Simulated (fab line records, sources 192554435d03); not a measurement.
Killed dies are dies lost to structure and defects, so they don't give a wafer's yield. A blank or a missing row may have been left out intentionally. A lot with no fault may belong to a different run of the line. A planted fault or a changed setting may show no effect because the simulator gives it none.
Struck lot and sound lot, side by side || flow n5-finfet || 37 steps out of a route of 1938
Sound: wafers L708.1, L708.3, L708.6. Struck: wafer L715.6 (left out: L715.3, L715.5 of the same lot, which were not struck); the cause appears at the end.
Each step with rows lists, per side, the tool, then ch with its chambers, then its first start. Under that, the readings that differ: sound wafers || struck wafers || difference of the means || sigmas: that difference in standard deviations of wafers without a fault.
alike: words and numbers the same on both sides, and readings whose means are apart by under 2 such deviations; not compared: readings that were withheld, readings missing a value for some wafer, numbers with overlapping values and no deviation given by the record, and bounds like >300 which may hide the same value.
A row with sigmas, a row that says differs or no value, or rows on one side alone: a step with any of these is where the two part. Numbers that have no deviation but don't overlap get no sigmas and don't part them. A reading missing from all wafers of one side parts the sides only when that side holds two or more wafers.

first, 9 steps without rows for these wafers: N5_BEOL_M11_ALD_74 (deposits TaN, target thk 2 nm, pulse time 2 s, purge time 3 s); N5_BEOL_M11_SURFACE_TREAT_76; N5_BEOL_M11_CVD_75 (deposits Co from CCTBA/H2, target thk 2 nm, time 138.9 s); N5_BEOL_M11_SPUTTER_48 (material Cu, target thk 12 nm, time 2 s); N5_BEOL_M11_ECD_50 (material Cu, target thk 318 nm); N5_BEOL_M11_ANNEAL_51 (time 90 s); N5_BEOL_M11_CMP_52 (polishes, stops on SiCOH lowk, t overpolish 7 s, target thk 140 nm); N5_BEOL_M11_PRE_CLEAN_55 (time 15 s); N5_BEOL_M11_DEP_56 (deposits SiCN from 3MS/NH3, target thk 30 nm, time 10.5 s).
N5_BEOL_M12_ILD_DEP_00: deposits SiOC from DEMS/O2, target thk 658.92 nm, time 130.7 s.
  sound on pecvd-04 ch 0,1,2, day 11 21:35; struck on pecvd-04 ch 2, day 14 02:58
{"reading": "model.SiOC_of_BEOL_M12_ILD_DEP_00.thk-nm (nm)", "sound": "657 662 660.2", "struck": 717.8, "difference": "+58.1", "sigmas": ""}
  alike: heater-power-outer-w, heater-power-w, showerhead-plenum-p-Torr, throttle-valve-pct
N5_BEOL_M12_THK_MEAS_01:
  sound: film-metro-02 at day 11 21:43; struck: film-metro-02 at day 14 03:06
{"reading": "M12_ILD_THK (nm)", "sound": "657 662 660", "struck": 717, "difference": "+57", "sigmas": "+7"}
then, 10 steps without rows for these wafers: N5_BEOL_M12_COAT_58 (time 60 s, resist thk 89 nm); N5_BEOL_M12_COAT_04 (resist thk 400 nm); N5_BEOL_M12_EBR_06; N5_BEOL_M12_SOFTBAKE_05 (time 60 s); N5_BEOL_M12_EXPOSE_07 (exposes mask V11); N5_BEOL_M12_PEB_08 (peb time 90 s); N5_BEOL_M12_DEVELOP_09 (develop time 45 s); N5_BEOL_M12_HARDBAKE_14 (time 120 s); N5_BEOL_M12_DESCUM_15 (chemistry O2, time 7.9 s); N5_BEOL_M12_ETCH_59 (etches BARC in N2/H2, target depth 89 nm, overetch 26.7 nm, time 67.9 s).
N5_BEOL_M12_VIA_ETCH_16: etches SiOC in C4F8/O2/Ar, target depth 724.8 nm.
  sound on rie-diel-01 ch 0,1,2, day 11 22:19; struck on rie-diel-03 ch 3, day 14 03:43
{"reading": "model.etch.depth-nm (nm)", "sound": "657 662.1 660.1", "struck": 717.8, "difference": "+58.1", "sigmas": ""}
{"reading": "model.coat_of_BEOL_M12_COAT_04.thk-nm (nm)", "sound": "124.4 122.6 122.4", "struck": 109.4, "difference": -13.7, "sigmas": ""}
  alike: drypump-motor-current-A, oes-product-au, rf-vpp-V, showerhead-plenum-p-Torr, throttle-valve-pct
N5_BEOL_M12_STRIP_63: strips in N2/H2.
  sound on plasma-asher-01 ch 0,1, day 11 22:44; struck on plasma-asher-02 ch 1, day 14 03:56
{"reading": "strip-time-to-endpoint-s (s)", "sound": "42.9 42.4 42.4", "struck": 38.8, "difference": -3.8, "sigmas": -5}
  alike: drypump-motor-current-A, heater-power-w, oes-product-au
  not compared: rf-hours-counter-h
then, 12 steps without rows for these wafers: N5_BEOL_M12_STRIP_64 (strips in N2/H2); N5_BEOL_M12_STRIP_71 (strips in post etch residue remover, time 60 s); N5_BEOL_M12_SRD_72 (time 30 s, dry time 30 s); N5_BEOL_M12_COAT_65 (time 60 s, resist thk 300 nm); N5_BEOL_M12_COAT_66 (time 60 s, resist thk 110 nm); N5_BEOL_M12_COAT_22 (resist thk 300 nm); N5_BEOL_M12_EBR_24; N5_BEOL_M12_SOFTBAKE_23 (time 60 s); N5_BEOL_M12_EXPOSE_25 (exposes mask M12); N5_BEOL_M12_PEB_26 (peb time 90 s); N5_BEOL_M12_DEVELOP_27 (develop time 45 s); N5_BEOL_M12_HARDBAKE_32 (time 120 s).
N5_BEOL_M12_CMP_49: polishes, stops on SiOC, t overpolish 20.6 s, target thk 320 nm.
  sound on cmp-03 ch 0,2, day 12 01:57; struck on cmp-04 ch 2, day 14 08:58
{"reading": "slurry-flow-ml-min", "sound": "149.9 149.1 149.2", "struck": 151.0, "difference": "+1.6", "sigmas": "+3"}
{"reading": "model.SiOC_of_BEOL_M12_ILD_DEP_00.thk-nm (nm)", "sound": "596.2 604.8 600.8", "struck": 657.2, "difference": "+56.6", "sigmas": ""}
  alike: motor-current-A
N5_PASSIVATION_PROBE_49:
  sound: prober-02 at day 13 15:32; struck: prober-02 at day 15 17:25
  alike: defect-limited-yield, killed_at_M0_to_M3, killed_at_M4_up, killed-at-contacts, killed-at-front-end, killed-at-other, killed-dies, killed-open, killed-short, sort_bin_4_leakage, sort_bin_5_function, sort_bin_6_memory, sort-n-pass, sort-yield-pct

## WHERE THEY PART
Last at N5_BEOL_M12_CMP_49 as far as this record goes, first at N5_BEOL_M12_THK_MEAS_01. Later steps at which nothing parts them and some readings are alike: N5_PASSIVATION_PROBE_49.

WHY: whatever the simulator had introduced
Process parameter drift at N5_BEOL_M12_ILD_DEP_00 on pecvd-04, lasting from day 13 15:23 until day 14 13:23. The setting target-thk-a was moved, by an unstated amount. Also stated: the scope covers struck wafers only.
